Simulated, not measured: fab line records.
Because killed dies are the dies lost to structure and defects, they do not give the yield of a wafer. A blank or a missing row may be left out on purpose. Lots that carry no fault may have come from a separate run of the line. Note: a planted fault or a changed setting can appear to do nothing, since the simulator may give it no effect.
Which tool was responsible? || flow nand_harc || Sampling: 6 lots, 18 wafers, 3 of 1159 route steps

WHAT THE GAUGES SHOWED, per wafer
NHARC_P_M2_THK_MEAS_24: measures by xrf.
{"lot": "L700", "measured": "day 6 18:05", "on": "film_metro-01", "thk_nm (nm)": "143.6 144.6 143.1"}
{"lot": "L702", "measured": "day 7 01:58", "on": "film_metro-01", "thk_nm (nm)": "145.2 142.9 141.0"}
{"lot": "L706", "measured": "day 8 03:22", "on": "film_metro-02", "thk_nm (nm)": "146.7 144.8 146.4"}
{"lot": "L712", "measured": "day 9 13:37", "on": "film_metro-02", "thk_nm (nm)": "143.8 143.0 142.5"}
{"lot": "L713", "measured": "day 9 16:07", "on": "film_metro-01", "thk_nm (nm)": "144.8 143.0 145.0"}
{"lot": "L720", "measured": "day 11 08:16", "on": "film_metro-02", "thk_nm (nm)": "142.5 145.3 148.0"}

TOOL THAT RAN EACH LOT (tool first, then ch and the chambers of the sampled wafers, then the start)
{"lot": "L700", "NHARC_P_M2_PRE_CLEAN_30": "pvd_sputter-01, day 6 18:05 or earlier", "NHARC_P_M2_PVD_21": "pvd_sputter-01, day 6 18:05 or earlier"}
{"lot": "L702", "NHARC_P_M2_PRE_CLEAN_30": "pvd_sputter-03, day 7 01:58 or earlier", "NHARC_P_M2_PVD_21": "pvd_sputter-03, day 7 01:58 or earlier"}
{"lot": "L706", "NHARC_P_M2_PRE_CLEAN_30": "pvd_sputter-03, day 8 03:22 or earlier", "NHARC_P_M2_PVD_21": "pvd_sputter-03, day 8 03:22 or earlier"}
{"lot": "L712", "NHARC_P_M2_PRE_CLEAN_30": "pvd_sputter-02, day 9 13:37 or earlier", "NHARC_P_M2_PVD_21": "pvd_sputter-02, day 9 13:37 or earlier"}
{"lot": "L713", "NHARC_P_M2_PRE_CLEAN_30": "pvd_sputter-03, day 9 16:07 or earlier", "NHARC_P_M2_PVD_21": "pvd_sputter-03, day 9 16:07 or earlier"}
{"lot": "L720", "NHARC_P_M2_PRE_CLEAN_30": "pvd_sputter-01, day 11 08:16 or earlier", "NHARC_P_M2_PVD_21": "pvd_sputter-01, day 11 08:16 or earlier"}
- NHARC_P_M2_PRE_CLEAN_30: time 30 s.
- NHARC_P_M2_PVD_21: deposits Cu, target thk 30 nm, time 20.49 s.

THE ANSWER, worked out from the rows above alone
Rule: usual is defined by the lots themselves. The widest of any qualifying gaps counts: lots, ordered by their means at a reading, are off when they make up no more than a third of the lots, leave a main group of 4 or more, and stand apart from it by 3 or more times the standard deviation of that group's means. The tables above print the reading to a certain number of digits; a main group whose means all agree to those digits is not used. A lot without any number at a reading at which 4 lots or more have one is off too. The other lots that the step has rows for count as sound.
Across all readings shown, no lot is off: no conclusion can be drawn from this.

WHAT WAS PUT IN BY THE SIMULATOR
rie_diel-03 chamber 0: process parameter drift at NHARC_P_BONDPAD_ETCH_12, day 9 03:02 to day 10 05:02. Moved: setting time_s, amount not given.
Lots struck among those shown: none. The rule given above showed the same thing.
